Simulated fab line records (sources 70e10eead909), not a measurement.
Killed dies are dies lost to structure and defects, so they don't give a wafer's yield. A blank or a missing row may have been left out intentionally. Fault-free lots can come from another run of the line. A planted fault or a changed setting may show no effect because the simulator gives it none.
What tool caused it? + flow nand_harc + 6 lots with 18 wafers sampled at 2 steps, on a route of 1159 steps

## WHAT EACH GAUGE READ, for each wafer
NHARC_P_GATE_CD_MEAS_91: target cd 2000 nm.
| lot  | measured     | on        | cd_nm (nm)           |
|------|--------------|-----------|----------------------|
| L901 | day 6 01:23  | cd_sem-01 | 2002.4 1999.9 2000.1 |
| L903 | day 6 22:01  | cd_sem-02 | 1998.4 2001.9 2006.4 |
| L908 | day 7 16:49  | cd_sem-03 | 2002.4 2002.6 2001.3 |
| L910 | day 8 13:34  | cd_sem-01 | 1999.4 1998.6 1997.0 |
| L913 | day 9 08:32  | cd_sem-02 | 2000.0 2000.2 2002.5 |
| L920 | day 11 05:22 | cd_sem-01 | 2000.7 1997.4 2000.5 |

## WHAT TOOL EACH LOT RAN ON (gives the tool, then ch and the chambers of the sampled wafers, and finally the start)
| lot  | NHARC_P_GATE_EXPOSE_88            |
|------|-----------------------------------|
| L901 | krf_scanner-04 ch 0, day 6 01:14  |
| L903 | krf_scanner-04 ch 0, day 6 21:52  |
| L908 | krf_scanner-03 ch 0, day 7 16:40  |
| L910 | krf_scanner-03 ch 0, day 8 13:25  |
| L913 | krf_scanner-02 ch 0, day 9 08:23  |
| L920 | krf_scanner-02 ch 0, day 11 05:12 |
- NHARC_P_GATE_EXPOSE_88: exposes mask P HVN, target cd 2000 nm.

## THE ANSWER, worked out from the rows above alone
Rule: what is usual is taken from the lots themselves. Put in order of their means at a reading, lots are off if they are a third of the lots or fewer, leave a main group of 4 or more, and stand apart from it by a gap of 3 or more times the standard deviation of the main group's means; of several such gaps the widest counts. Not used: any main group whose means are identical at the precision the tables above print for the reading. Also off: a lot with no number at a reading for which 4 or more lots have one. Where the step has rows for the other lots, those lots are counted as sound.
No lot is off at any reading shown: from this, nothing can be told.

## WHAT HAD BEEN PUT IN BY THE SIMULATOR
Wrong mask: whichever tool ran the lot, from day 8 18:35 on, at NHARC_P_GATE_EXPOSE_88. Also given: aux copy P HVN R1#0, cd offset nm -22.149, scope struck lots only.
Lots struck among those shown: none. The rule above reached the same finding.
